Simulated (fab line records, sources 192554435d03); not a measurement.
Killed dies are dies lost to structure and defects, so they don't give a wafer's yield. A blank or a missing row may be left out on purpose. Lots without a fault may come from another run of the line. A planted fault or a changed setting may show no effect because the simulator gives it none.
Which tool did it? | flow n5_finfet | 12 lots, 36 wafers sampled, at 4 steps of a route of 1938

WHAT THE GAUGES READ, wafer by wafer
N5_BEOL_M11_THK_MEAS_53: measures by xrf.
lot  | measured     | on            | M11_THK (nm)
L074 | day 11 17:27 | film_metro-02 | 143 146 137
L080 | day 12 13:20 | film_metro-01 | 139 139 137
L077 | day 12 18:47 | film_metro-02 | 144 139 143
L081 | day 13 18:54 | film_metro-02 | 139 141 143
L083 | day 14 11:14 | film_metro-02 | 139 148 140
L085 | day 15 07:09 | film_metro-02 | 145 147 145
L088 | day 15 14:41 | film_metro-01 | 143 144 143
L087 | day 16 00:47 | film_metro-01 | 142 135 144
L091 | day 16 12:17 | film_metro-02 | 145 144 145
L094 | day 16 23:24 | film_metro-01 | 143 138 132
L095 | day 16 23:59 | film_metro-01 | 142 148 145
L097 | day 18 20:13 | film_metro-01 | 140 145 143

WHICH TOOL RAN EACH LOT (tool, then ch and the chambers of the sampled wafers, then the start)
lot  | N5_BEOL_M11_ETCH_41                           | N5_BEOL_M11_DEGAS_44         | N5_BEOL_M11_ALD_74
L074 | rie_diel-06 ch 0,1,3, day 11 15:42 or earlier | pvd_sputter-02, day 11 15:42 | ald_metal-04 ch 0,3, day 11 15:48
L080 | rie_diel-06 ch 2,3, day 12 11:25 or earlier   | pvd_sputter-03, day 12 11:25 | ald_metal-01 ch 1,2,3, day 12 11:31
L077 | rie_diel-02 ch 1,2,3, day 12 17:17 or earlier | pvd_sputter-02, day 12 17:17 | ald_metal-02 ch 0,2, day 12 17:23
L081 | rie_diel-06 ch 2,3, day 13 16:10 or earlier   | pvd_sputter-02, day 13 16:10 | ald_metal-02 ch 0,1,2, day 13 16:19
L083 | rie_diel-06 ch 1,2,3, day 14 09:20 or earlier | pvd_sputter-03, day 14 09:20 | ald_metal-02 ch 1,2,3, day 14 09:27
L085 | rie_diel-05 ch 0,2, day 15 03:59 or earlier   | pvd_sputter-03, day 15 03:59 | ald_metal-01 ch 0,2,3, day 15 04:06
L088 | rie_diel-05 ch 0,3, day 15 12:54 or earlier   | pvd_sputter-03, day 15 12:54 | ald_metal-01 ch 0,1,2, day 15 13:01
L087 | rie_diel-06 ch 0,2,3, day 15 21:31 or earlier | pvd_sputter-02, day 15 21:31 | ald_metal-04 ch 1,2,3, day 15 21:37
L091 | rie_diel-05 ch 0,1,2, day 16 10:45 or earlier | pvd_sputter-01, day 16 10:45 | ald_metal-04 ch 1,2,3, day 16 10:52
L094 | rie_diel-06 ch 1,2,3, day 16 20:48 or earlier | pvd_sputter-02, day 16 20:48 | ald_metal-01 ch 0,2,3, day 16 20:54
L095 | rie_diel-02 ch 2,3, day 16 21:21 or earlier   | pvd_sputter-03, day 16 21:21 | ald_metal-04 ch 0,1,3, day 16 21:33
L097 | rie_diel-05 ch 0,1,2, day 18 18:34 or earlier | pvd_sputter-01, day 18 18:34 | ald_metal-02 ch 0,1, day 18 18:43
- N5_BEOL_M11_ETCH_41: etches SiCN in CH3F/O2, target depth 42.6 nm, time 86 s.
- N5_BEOL_M11_DEGAS_44: time 60 s.
- N5_BEOL_M11_ALD_74: deposits TaN, target thk 2 nm, pulse time 2 s, purge time 3 s.

THE ANSWER, worked out from the rows above alone
Rule: what is usual is taken from the lots themselves. Put in order of their means at a reading, lots are off if they are a third of the lots or fewer, leave a main group of 4 or more, and stand apart from it by a gap of 3 or more times the standard deviation of the main group's means; of several such gaps the widest counts. A main group whose means are all the same, to the digits that the tables above print for the reading, isn't used. A lot without any number at a reading at which 4 lots or more have one is off too. The other lots that the step has rows for count as sound.
No lot is off at any reading shown: from this, nothing can be told.

WHAT THE SIMULATOR HAD PUT IN
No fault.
